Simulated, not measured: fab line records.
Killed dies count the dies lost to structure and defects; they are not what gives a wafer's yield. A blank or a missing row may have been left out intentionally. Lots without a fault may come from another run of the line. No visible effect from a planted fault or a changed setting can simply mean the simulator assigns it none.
2 desks looking at one fault ; flow nand_harc ; only its own numbers are on each desk; what lay behind them is given at the end

## FOR THE TOOL OWNER'S DESK: pecvd_onon-01
The tool's own readings at NHARC_A_ONON_D1_DEP_16 (target thk 1000 nm): means of the sampled wafers that have a number, for each lot that ran on this tool. The brackets show how far a lot's mean lies from the usual mean; more than 4 standard deviations puts the lot out of limits, marked OUT.
Columns: A = n2_flow_sccm at NHARC_A_ONON_D1_DEP_16, usual 2752 sccm; B = n2o_flow_sccm at NHARC_A_ONON_D1_DEP_16, usual 2000 sccm
lot;first seen here;A;B
L390;day 8 05:46;2749;1995
L401;day 13 10:45;2752;2000
L404;day 14 04:49;2758;1998
L408;day 15 20:26;2741;2002
L412;day 17 12:46;2751;1991
Result from this desk: across the 5 lots, nothing is out of limits.

## THE METROLOGY DESK
Lot by lot, what the gauges showed, no matter which tool ran the lot: averages of those sampled wafers that carry a number. The brackets show how far a lot's mean lies from the usual mean; more than 4 standard deviations puts the lot out of limits, marked OUT.
Columns: A = thk_nm at NHARC_A_ONON_D1_THK_MEAS_02, usual 995 nm; B = thk_nm at NHARC_A_ONON_D1_THK_MEAS_14, usual 1000 nm
lot;first seen here;A;B
L389;day 7 20:13;981;1002
L390;day 7 20:13;988;1000
L392;day 8 21:38;993;1002
L396;day 10 11:29;982;992
L397;day 11 02:54;997;1000
L401;day 13 01:05;996;989
L402;day 13 01:05;992;1003
L404;day 13 15:45;1000;999
L405;day 14 09:31;1013;1007
L407;day 15 01:56;985;999
L408;day 15 10:55;995;991
L410;day 16 07:27;1001;1002
L411;day 17 01:28;1012;1001
L412;day 17 04:51;988;1012
Result from this desk: across the 14 lots, nothing is out of limits.

## ALL TOGETHER
The desk of the tool owner found nothing out of limits.
Nothing out of limits was seen by the metrology desk.

## WHAT HAD BEEN PUT IN BY THE SIMULATOR
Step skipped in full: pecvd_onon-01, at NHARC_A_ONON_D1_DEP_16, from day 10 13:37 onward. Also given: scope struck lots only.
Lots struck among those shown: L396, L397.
